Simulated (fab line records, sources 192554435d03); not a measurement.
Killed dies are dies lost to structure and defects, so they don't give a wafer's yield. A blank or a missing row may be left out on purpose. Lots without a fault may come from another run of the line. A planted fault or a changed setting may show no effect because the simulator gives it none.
fab line records | flow n5_finfet | part 1 of 2: steps 1 to 25 of 38
record lots=5 wafers=15 last_day=17
route steps=1938 shown BEOL_M0@725 BEOL_M1@751
lots that met no fault: from a run of the same line without faults
start_h: hours from the record's first day to the start of the lot's first wafer shown | wait_h: hours since the lot's step before | " the same as in the row above | L1.1+2: a row that stands for several wafers | - no value, or no start given | * or withheld: withheld | < > ~ a bound
route shown NAME@n: a module of which the file shows steps, and the number in the route of the first | usual: mean/standard deviation of fault-free wafers | same: alike in all rows | chamber/n: place in a boat | sites: the reading at each site | _std_site: their standard deviation | _edge_site: outer sites' mean less inner sites' | radius_mm: how far each site lies from the wafer's centre | mask NAME#n: copy n | behind: the tool/chamber that last shaped the wafer | hold: why the lot was held/for how many hours/how that ended | device: the transistor (n, p or np) that didn't switch | end of line: the same wafers' tests at the end of the route | a step without rows: its recipe alone | killed: dies lost to structure and defects at the first sort, not the wafer's yield | map: a wafer's dies, x killed, . not, _ none there
set.NAME: the setting as run; set.NAME@STEP: as run at that earlier step | model.NAME: the simulator's own value behind a step, which no gauge read
lots at some steps of the route; a table a step, a row a wafer
services: from which hour (start_h, from the record's first day; less than 0 if before it) a tool's chamber was out of use, for how many hours, and why
## steps
# step N5_BEOL_M0_SRD_130
# recipe time_s=30 temp_c=23 rinse_liquid=diw dry=ipa_marangoni
# usual bath_heat_duty_pct=3.5/0.5
# columns lot.wafer tool chamber start_h wait_h bath_heat_duty_pct
L080.1 wet_bench-04 7 154.67 0.0 3.7
L080.2 " 4 " " 3.7
L080.6 " 0 " " 4.0
L082.1 wet_bench-04 0 164.28 0.0 3.6
L082.4 " 3 " " 3.2
L082.5 " 2 " " 3.0
L084.2 wet_bench-06 4 181.47 0.0 3.3
L084.5 " 1 " " 3.9
L084.6 " 6 " " 3.0
L085.2 wet_bench-03 3 182.76 0.0 3.5
L085.3 " 0 " " 3.4
L085.5 " 7 " " 3.4
L094.1 wet_bench-03 0 242.29 0.0 3.6
L094.4 " 5 " " 4.1
L094.6 " 7 " " 4.3
# step N5_BEOL_M0_ETCH_109
# recipe chemistry=CH3F/O2 target_depth_a=80 overetch_a=24 target=SiCN time_s=27.4 ion_energy_ev=120 pressure_mtorr=30 source_w=395 bias_w=75 Ar_flow_sccm=150 CH3F_flow_sccm=30 O2_flow_sccm=20
# usual drypump_motor_current_A=5.8/0.47 oes_product_au=0.67/0.074 rf_vpp_V=297.3/1.6 showerhead_plenum_p_Torr=2.00/0.074 throttle_valve_pct=16.28/0.22
# columns lot.wafer tool chamber start_h wait_h drypump_motor_current_A oes_product_au rf_hours_counter_h rf_vpp_V showerhead_plenum_p_Torr throttle_valve_pct
L080.1 rie_diel-04 3 154.71 0.0 6.4 0.78 25 299.4 2.06 16.37
L080.2 " 1 " " 6.3 0.58 243 297.9 1.97 16.31
L080.6 " 1 " " 6.3 0.60 - 296.9 1.97 16.32
L082.1 rie_diel-04 0 164.32 0.0 6.7 0.58 250 295.1 1.89 16.70
L082.4 " 3 " " 6.4 0.77 30 297.7 2.06 16.36
L082.5 " 0 " " 6.7 0.58 - 292.9 1.89 16.71
L084.2 rie_diel-03 3 181.52 0.0 5.7 0.83 3 299.1 2.14 16.17
L084.5 " 2 " " 5.4 0.69 - 296.4 2.01 16.11
L084.6 " 1 " " 5.3 0.71 - 299.2 2.01 15.98
L085.2 rie_diel-03 0 182.80 0.0 5.6 0.62 194 296.3 1.98 16.18
L085.3 " 1 " " 5.3 0.71 75 296.4 2.01 15.99
L085.5 " 3 " " 5.7 0.83 - 300.2 2.14 16.16
L094.1 rie_diel-04 0 242.40 0.1 6.7 0.75 23 300.1 2.13 16.28
L094.4 " 3 " " 6.4 0.72 - 296.9 2.05 16.43
L094.6 " 1 " " 6.3 0.79 - 297.7 1.96 15.94
# step N5_BEOL_M0_STRIP_139
# recipe chemistry=post_etch_residue_remover time_s=60 temp_c=25 remover_ph=withheld remover_water_wt_pct=withheld remover_fluoride_wt_pct=withheld
# columns lot.wafer tool chamber start_h wait_h
L080.1+2+6 wet_bench-06 5,6,0 154.82 0.1
L082.1+4+5 wet_bench-03 2,4,0 164.42 0.1
L084.2+5+6 wet_bench-03 6,7,3 181.62 0.1
L085.2+3+5 wet_bench-04 6,1,3 182.91 0.1
L094.1+4+6 wet_bench-04 5,4,0 242.50 0.1
# step N5_BEOL_M0_SRD_111
# recipe time_s=30 temp_c=23 rinse_liquid=diw dry=ipa_marangoni
# usual bath_heat_duty_pct=3.5/0.49
# columns lot.wafer tool chamber start_h wait_h bath_heat_duty_pct
L080.1 wet_bench-06 5 154.84 0.0 3.3
L080.2 " 6 " " 3.7
L080.6 " 0 " " 3.3
L082.1 wet_bench-03 2 164.44 0.0 3.7
L082.4 " 4 " " 3.8
L082.5 " 0 " " 3.6
L084.2 wet_bench-03 6 181.64 0.0 4.1
L084.5 " 7 " " 4.2
L084.6 " 3 " " 4.3
L085.2 wet_bench-04 6 182.93 0.0 3.1
L085.3 " 1 " " 3.4
L085.5 " 3 " " 3.1
L094.1 wet_bench-04 5 242.52 0.0 3.4
L094.4 " 4 " " 3.8
L094.6 " 0 " " 3.4
# step N5_BEOL_M0_DEGAS_112
# recipe ambient=vacuum temp_c=250 time_s=60
# usual heater_power_w=333/25
# columns lot.wafer tool chamber start_h wait_h heater_power_w
L080.1 pvd_sputter-01 - 154.88 0.0 340
L080.2 " - " " 282
L080.6 " - " " 358
L082.1 pvd_sputter-03 - 166.11 1.7 323
L082.4 " - " " 360
L082.5 " - " " 357
L084.2 pvd_sputter-02 - 182.23 0.6 351
L084.5 " - " " 340
L084.6 " - " " 333
L085.2 pvd_sputter-03 - 184.83 1.9 337
L085.3 " - " " 367
L085.5 " - " " 354
L094.1 pvd_sputter-03 - 242.94 0.4 359
L094.4 " - " " 353
L094.6 " - " " 355
# step N5_BEOL_M0_PRE_CLEAN_113
# recipe gas=H2/He time_s=30 temp_c=250
# usual heater_power_w=333/25
# columns lot.wafer tool chamber start_h wait_h heater_power_w
L080.1 pvd_sputter-01 - 154.92 0.0 347
L080.2 " - " " 286
L080.6 " - " " 365
L082.1 pvd_sputter-03 - 166.15 0.0 325
L082.4 " - " " 359
L082.5 " - " " 354
L084.2 pvd_sputter-02 - 182.27 0.0 339
L084.5 " - " " 348
L084.6 " - " " 336
L085.2 pvd_sputter-03 - 184.87 0.0 322
L085.3 " - " " 357
L085.5 " - " " 358
L094.1 pvd_sputter-03 - 242.98 0.0 350
L094.4 " - " " 356
L094.6 " - " " 354
# step N5_BEOL_M0_ALD_136
# recipe material=TaN target_thk_a=* temp_c=275 ald_precursor_family=PDMAT ald_co_reactant=NH3 pressure_torr=3 carrier_flow_sccm=1500 pulse_time_s=2 purge_time_s=3 co_reactant_purge_time_s=2 co_reactant_pulse_time_s=3 ald_cycles=30 precursor_vessel_temp_c=75 precursor_vessel_pressure_torr=26.25 precursor_vessel_carrier_sccm=1000
# usual heater_power_w=403/48
# same purge_time_s=3
# columns lot.wafer tool chamber start_h wait_h heater_power_w
L080.1 ald_metal-04 3 154.98 0.0 351
L080.2 " 0 " " 440
L080.6 " 3 " " 349
L082.1 ald_metal-03 2 166.21 0.0 479
L082.4 " 1 " " 430
L082.5 " 1 " " 425
L084.2 ald_metal-02 1 182.33 0.0 419
L084.5 " 1 " " 412
L084.6 " 0 " " 390
L085.2 ald_metal-03 1 185.16 0.3 429
L085.3 " 3 " " 325
L085.5 " 3 " " 321
L094.1 ald_metal-03 0 243.06 0.1 383
L094.4 " 2 " " 490
L094.6 " 1 " " 417
# step N5_BEOL_M0_SURFACE_TREAT_137
# recipe gas=Ar time_s=* ion_energy_ev=* ion_current_ma_cm2=0.5 pressure_mtorr=* ar_flow_sccm=30
# usual throttle_valve_pct=*
# columns lot.wafer tool chamber start_h wait_h throttle_valve_pct
L080.1 pvd_sputter-01 - 155.84 0.8 *
L080.2 " - " " *
L080.6 " - " " *
L082.1 pvd_sputter-03 - 166.49 0.2 *
L082.4 " - " " *
L082.5 " - " " *
L084.2 pvd_sputter-02 - 182.79 0.4 *
L084.5 " - " " *
L084.6 " - " " *
L085.2 pvd_sputter-02 - 185.43 0.2 *
L085.3 " - " " *
L085.5 " - " " *
L094.1 pvd_sputter-03 - 243.46 0.3 *
L094.4 " - " " *
L094.6 " - " " *
# step N5_BEOL_M0_CVD_115
# recipe material=Co target_thk_a=* temp_c=withheld precursor=CCTBA/H2 pressure_torr=30 time_s=120
# columns lot.wafer tool chamber start_h wait_h
L080.1+2+6 cvd_co-02 2,0,0 156.05 0.2
L082.1+4+5 cvd_co-02 0,2,1 166.55 0.0
L084.2+5+6 cvd_co-01 1,2,1 182.89 0.1
L085.2+3+5 cvd_co-02 1,2,1 185.58 0.1
L094.1+4+6 cvd_co-02 0,0,2 243.58 0.1
# step N5_BEOL_M0_SPUTTER_116
# recipe material=Cu target_thk_a=40 temp_c=-20 chamber_pressure_pa=0.07 power_w=withheld time_s=7.37
# usual throttle_valve_pct=30.2/1.2
# columns lot.wafer tool chamber start_h wait_h throttle_valve_pct
L080.1 pvd_sputter-01 - 156.18 0.1 28.0
L080.2 " - " " 31.4
L080.6 " - " " 30.2
L082.1 pvd_sputter-01 - 166.70 0.1 28.3
L082.4 " - " " 31.6
L082.5 " - " " 30.4
L084.2 pvd_sputter-02 - 183.15 0.2 32.5
L084.5 " - " " 30.2
L084.6 " - " " 29.6
L085.2 pvd_sputter-01 - 185.70 0.1 31.9
L085.3 " - " " 28.4
L085.5 " - " " 30.3
L094.1 pvd_sputter-02 - 243.75 0.1 30.1
L094.4 " - " " 31.8
L094.6 " - " " 30.0
# step N5_BEOL_M0_ANNEAL_117
# recipe temp_c=400 time_s=60 ambient=vacuum
# usual heater_power_w=818/64
# columns lot.wafer tool chamber start_h wait_h heater_power_w
L080.1 pvd_sputter-01 - 156.26 0.0 706
L080.2 " - " " 878
L080.6 " - " " 849
L082.1 pvd_sputter-01 - 166.78 0.0 693
L082.4 " - " " 905
L082.5 " - " " 864
L084.2 pvd_sputter-02 - 183.23 0.0 834
L084.5 " - " " 775
L084.6 " - " " 837
L085.2 pvd_sputter-01 - 185.78 0.0 905
L085.3 " - " " 710
L085.5 " - " " 701
L094.1 pvd_sputter-02 - 243.83 0.0 768
L094.4 " - " " 819
L094.6 " - " " 860
# step N5_BEOL_M0_SPUTTER_132
# recipe material=Cu target_thk_a=40 temp_c=-20 chamber_pressure_pa=0.07 power_w=withheld time_s=7.37
# usual throttle_valve_pct=30.2/1.2
# columns lot.wafer tool chamber start_h wait_h throttle_valve_pct
L080.1 pvd_sputter-01 - 156.30 0.0 28.4
L080.2 " - " " 31.6
L080.6 " - " " 30.2
L082.1 pvd_sputter-01 - 166.82 0.0 27.9
L082.4 " - " " 31.7
L082.5 " - " " 30.3
L084.2 pvd_sputter-02 - 183.27 0.0 32.2
L084.5 " - " " 30.6
L084.6 " - " " 29.9
L085.2 pvd_sputter-01 - 185.82 0.0 31.5
L085.3 " - " " 28.5
L085.5 " - " " 30.2
L094.1 pvd_sputter-02 - 243.87 0.0 30.0
L094.4 " - " " 32.4
L094.6 " - " " 29.9
# step N5_BEOL_M0_ANNEAL_133
# recipe temp_c=400 time_s=60 ambient=vacuum
# usual heater_power_w=819/67
# columns lot.wafer tool chamber start_h wait_h heater_power_w
L080.1 pvd_sputter-01 - 156.38 0.0 721
L080.2 " - " " 899
L080.6 " - " " 847
L082.1 pvd_sputter-01 - 166.90 0.0 721
L082.4 " - " " 891
L082.5 " - " " 852
L084.2 pvd_sputter-02 - 183.35 0.0 841
L084.5 " - " " 772
L084.6 " - " " 854
L085.2 pvd_sputter-01 - 185.90 0.0 903
L085.3 " - " " 714
L085.5 " - " " 709
L094.1 pvd_sputter-02 - 243.95 0.0 767
L094.4 " - " " 828
L094.6 " - " " 818
# step N5_BEOL_M0_SPUTTER_134
# recipe material=Cu target_thk_a=40 temp_c=-20 chamber_pressure_pa=0.07 power_w=withheld time_s=7.37
# usual throttle_valve_pct=30.2/1.2
# columns lot.wafer tool chamber start_h wait_h throttle_valve_pct
L080.1 pvd_sputter-01 - 156.42 0.0 28.3
L080.2 " - " " 31.5
L080.6 " - " " 30.3
L082.1 pvd_sputter-01 - 166.94 0.0 28.4
L082.4 " - " " 31.4
L082.5 " - " " 30.3
L084.2 pvd_sputter-02 - 183.39 0.0 32.2
L084.5 " - " " 30.2
L084.6 " - " " 30.1
L085.2 pvd_sputter-01 - 185.94 0.0 31.5
L085.3 " - " " 28.4
L085.5 " - " " 30.2
L094.1 pvd_sputter-02 - 243.99 0.0 30.3
L094.4 " - " " 32.0
L094.6 " - " " 29.9
# step N5_BEOL_M0_ANNEAL_135
# recipe temp_c=400 time_s=60 ambient=vacuum
# usual heater_power_w=820/65
# columns lot.wafer tool chamber start_h wait_h heater_power_w
L080.1 pvd_sputter-01 - 156.50 0.0 717
L080.2 " - " " 894
L080.6 " - " " 835
L082.1 pvd_sputter-01 - 167.02 0.0 723
L082.4 " - " " 921
L082.5 " - " " 847
L084.2 pvd_sputter-02 - 183.47 0.0 837
L084.5 " - " " 774
L084.6 " - " " 850
L085.2 pvd_sputter-01 - 186.02 0.0 897
L085.3 " - " " 707
L085.5 " - " " 720
L094.1 pvd_sputter-02 - 244.07 0.0 753
L094.4 " - " " 855
L094.6 " - " " 863
# step N5_BEOL_M0_SPUTTER_141
# recipe material=Cu target_thk_a=40 temp_c=-20 chamber_pressure_pa=0.07 power_w=withheld time_s=7.37
# usual throttle_valve_pct=30.2/1.2
# columns lot.wafer tool chamber start_h wait_h throttle_valve_pct
L080.1 pvd_sputter-01 - 156.54 0.0 28.3
L080.2 " - " " 31.6
L080.6 " - " " 30.3
L082.1 pvd_sputter-01 - 167.06 0.0 28.2
L082.4 " - " " 31.6
L082.5 " - " " 30.2
L084.2 pvd_sputter-02 - 183.51 0.0 32.3
L084.5 " - " " 30.2
L084.6 " - " " 29.7
L085.2 pvd_sputter-01 - 186.06 0.0 31.6
L085.3 " - " " 27.9
L085.5 " - " " 30.0
L094.1 pvd_sputter-02 - 244.11 0.0 30.4
L094.4 " - " " 32.2
L094.6 " - " " 29.8
# step N5_BEOL_M0_ECD_118
# recipe material=Cu target_thk_a=3000
# columns lot.wafer tool chamber start_h wait_h
L080.1+2+6 ecd_cu-02 0,1,0 156.66 0.1
L082.1+4+5 ecd_cu-01 0,0,1 167.18 0.1
L084.2+5+6 ecd_cu-01 0,1,0 183.62 0.1
L085.2+3+5 ecd_cu-02 0 186.19 0.1
L094.1+4+6 ecd_cu-02 1,0,1 244.23 0.1
# step N5_BEOL_M0_ANNEAL_119
# recipe temp_c=225 time_s=90 ambient=N2
# usual wafer_temp_C_max=226.0/0.4
# columns lot.wafer tool chamber start_h wait_h wafer_temp_C_max
L080.1 rtp_anneal-01 0 156.74 0.1 226.3
L080.2 " 0 " " 226.0
L080.6 " 0 " " 226.1
L082.1 rtp_anneal-01 0 167.26 0.1 225.7
L082.4 " 0 " " 226.0
L082.5 " 0 " " 225.9
L084.2 rtp_anneal-02 0 184.33 0.7 226.4
L084.5 " 0 " " 226.4
L084.6 " 0 " " 226.3
L085.2 rtp_anneal-01 0 186.31 0.1 225.5
L085.3 " 0 " " 225.5
L085.5 " 0 " " 225.8
L094.1 rtp_anneal-01 0 244.31 0.1 225.6
L094.4 " 0 " " 225.4
L094.6 " 0 " " 225.7
# step N5_BEOL_M0_CMP_120
# recipe stop_on=SiOC t_overpolish_s=6.9 down_force_psi=1 platen_rpm=50 clearing_platen_down_force_psi=1.5 clearing_platen_rpm=50 post_cmp_clean=cu_alkaline clearing_platen_pad_velocity_m_s=0.99484 pad_velocity_m_s=0.99484
# usual barrier_field_endpoint_s=3.64/0.11 edge_zone_pressure_frac=1.001/0.0052 motor_current_A=5.8/0.48 overpolish_run_s=6.898/0.009 time_to_endpoint_s=63/3
# columns lot.wafer tool chamber start_h wait_h barrier_field_endpoint_s edge_zone_pressure_frac motor_current_A overpolish_run_s time_to_endpoint_s
L080.2 cmp-04 0 157.03 0.2 3.73 1.003 6.1 6.910 70
L080.1 " 3 " " 3.49 0.998 5.5 6.896 58
L080.6 " 0 " " 3.53 1.000 6.3 6.885 65
L082.1 cmp-01 0 167.55 0.3 3.75 1.005 5.6 6.902 61
L082.4 " 2 " " 3.68 0.996 5.9 6.902 63
L082.5 " 0 " " 3.54 1.002 5.6 6.903 60
L084.2 cmp-04 0 184.63 0.3 3.78 0.997 5.9 6.891 66
L084.6 " 3 " " 3.61 1.017 5.5 6.896 59
L084.5 " 0 " " 3.63 1.001 5.9 6.903 62
L085.2 cmp-04 1 186.56 0.2 3.47 1.006 5.2 6.892 61
L085.3 " 0 " " 3.57 0.995 6.3 6.897 66
L085.5 " 2 " " 3.49 1.008 6.2 6.878 64
L094.1 cmp-04 2 244.64 0.3 3.73 1.002 6.6 6.913 66
L094.4 " 0 " " 3.81 1.000 6.1 6.883 69
L094.6 " 2 " " 3.64 1.000 6.2 6.898 64
# step N5_BEOL_M0_PRE_CLEAN_131
# recipe gas=NH3/H2 time_s=15 temp_c=* rf_power_w=300
# usual heater_power_w=85/8
# columns lot.wafer tool chamber start_h wait_h heater_power_w
L080.1 cvd_co-01 1 157.36 0.0 84
L080.2 " 2 " " 80
L080.6 " 1 " " 85
L082.1 cvd_co-02 2 167.89 0.0 91
L082.4 " 0 " " 79
L082.5 " 2 " " 88
L084.2 cvd_co-01 2 184.93 0.0 80
L084.5 " 1 " " 84
L084.6 " 2 " " 80
L085.2 cvd_co-01 0 186.89 0.0 96
L085.3 " 2 " " 82
L085.5 " 0 " " 96
L094.1 cvd_co-01 1 244.93 0.0 85
L094.4 " 1 " " 86
L094.6 " 0 " " 98
# step N5_BEOL_M0_CO_CAP_123
# recipe material=Co target_thk_a=20 temp_c=200 precursor=CCTBA/H2 pressure_torr=30 time_s=102.1
# usual heater_power_w=236/11
# columns lot.wafer tool chamber start_h wait_h heater_power_w
L080.1 cvd_co-01 1 157.40 0.0 239
L080.2 " 2 " " 223
L080.6 " 1 " " 240
L082.1 cvd_co-02 2 167.93 0.0 240
L082.4 " 0 " " 236
L082.5 " 2 " " 239
L084.2 cvd_co-01 2 184.97 0.0 230
L084.5 " 1 " " 237
L084.6 " 2 " " 233
L085.2 cvd_co-01 0 186.93 0.0 248
L085.3 " 2 " " 236
L085.5 " 0 " " 250
L094.1 cvd_co-01 1 244.97 0.0 240
L094.4 " 1 " " 238
L094.6 " 0 " " 255
# step N5_BEOL_M0_PRE_CLEAN_124
# recipe gas=NH3 time_s=15 temp_c=withheld rf_power_w=300
# columns lot.wafer tool chamber start_h wait_h
L080.1+2+6 pecvd-03 2,0,0 157.50 0.1
L082.1+4+5 pecvd-04 1,2,1 168.02 0.1
L084.2+5+6 pecvd-03 0,0,2 185.06 0.1
L085.2+3+5 pecvd-03 2,1,1 187.03 0.1
L094.1+4+6 pecvd-04 2,2,0 245.06 0.1
# step N5_BEOL_M0_DEP_125
# recipe material=SiCN target_thk_a=80 temp_c=withheld precursor=3MS/NH3 pressure_torr=3 rf_w=202 time_s=14
# usual showerhead_plenum_p_Torr=3.671/0.014 throttle_valve_pct=8.9/0.47
# columns lot.wafer tool chamber start_h wait_h showerhead_plenum_p_Torr throttle_valve_pct
L080.1 pecvd-03 2 157.52 0.0 3.681 9.2
L080.2 " 0 " " 3.663 8.8
L080.6 " 0 " " 3.666 8.5
L082.1 pecvd-04 1 168.05 0.0 3.668 8.9
L082.4 " 2 " " 3.668 9.2
L082.5 " 1 " " 3.662 8.7
L084.2 pecvd-03 0 185.08 0.0 3.658 8.7
L084.5 " 0 " " 3.663 8.9
L084.6 " 2 " " 3.692 9.1
L085.2 pecvd-03 2 187.06 0.0 3.684 9.1
L085.3 " 1 " " 3.651 9.8
L085.5 " 1 " " 3.667 9.6
L094.1 pecvd-04 2 245.09 0.0 3.662 8.5
L094.4 " 2 " " 3.658 8.3
L094.6 " 0 " " 3.657 8.7
# step N5_BEOL_M0_RS_MEAS_126
# recipe thk_meas_gauge=four-point-probe reads=Co_of_BEOL_M0_CO_CAP_123+Cu_of_BEOL_M0_ECD_118+Co_of_BEOL_M0_CVD_115+TaN_of_BEOL_M0_ALD_136
# usual M0_RS=0.535/0.015
# columns lot.wafer tool chamber start_h wait_h M0_RS[ohm/sq]
L080.1 film_metro-01 - 157.59 0.0 0.531
L080.2 " - " " 0.520
L080.6 " - " " 0.504
L082.1 film_metro-01 - 168.14 0.1 0.560
L082.4 " - " " 0.546
L082.5 " - " " 0.516
L084.2 film_metro-02 - 185.15 0.1 0.532
L084.5 " - " " 0.534
L084.6 " - " " 0.541
L085.2 film_metro-02 - 187.15 0.1 0.544
L085.3 " - " " 0.531
L085.5 " - " " 0.524
L094.1 film_metro-01 - 245.16 0.0 0.508
L094.4 " - " " 0.513
L094.6 " - " " 0.518
# step N5_BEOL_M0_INSPECT_127
# recipe inspect_instrument=darkfield mode=post_dep
# usual raw_defect_count=73/27
# columns lot.wafer tool chamber start_h wait_h raw_defect_count
L080.1 defect_inspect-02 - 157.61 0.0 77
L080.2 " - " " 70
L080.6 " - " " 48
L082.1 defect_inspect-01 - 168.16 0.0 97
L082.4 " - " " 74
L082.5 " - " " 56
L084.2 defect_inspect-02 - 185.18 0.0 64
L084.5 " - " " 62
L084.6 " - " " 37
L085.2 defect_inspect-01 - 187.17 0.0 48
L085.3 " - " " 48
L085.5 " - " " 45
L094.1 defect_inspect-01 - 245.18 0.0 65
L094.4 " - " " 81
L094.6 " - " " 69
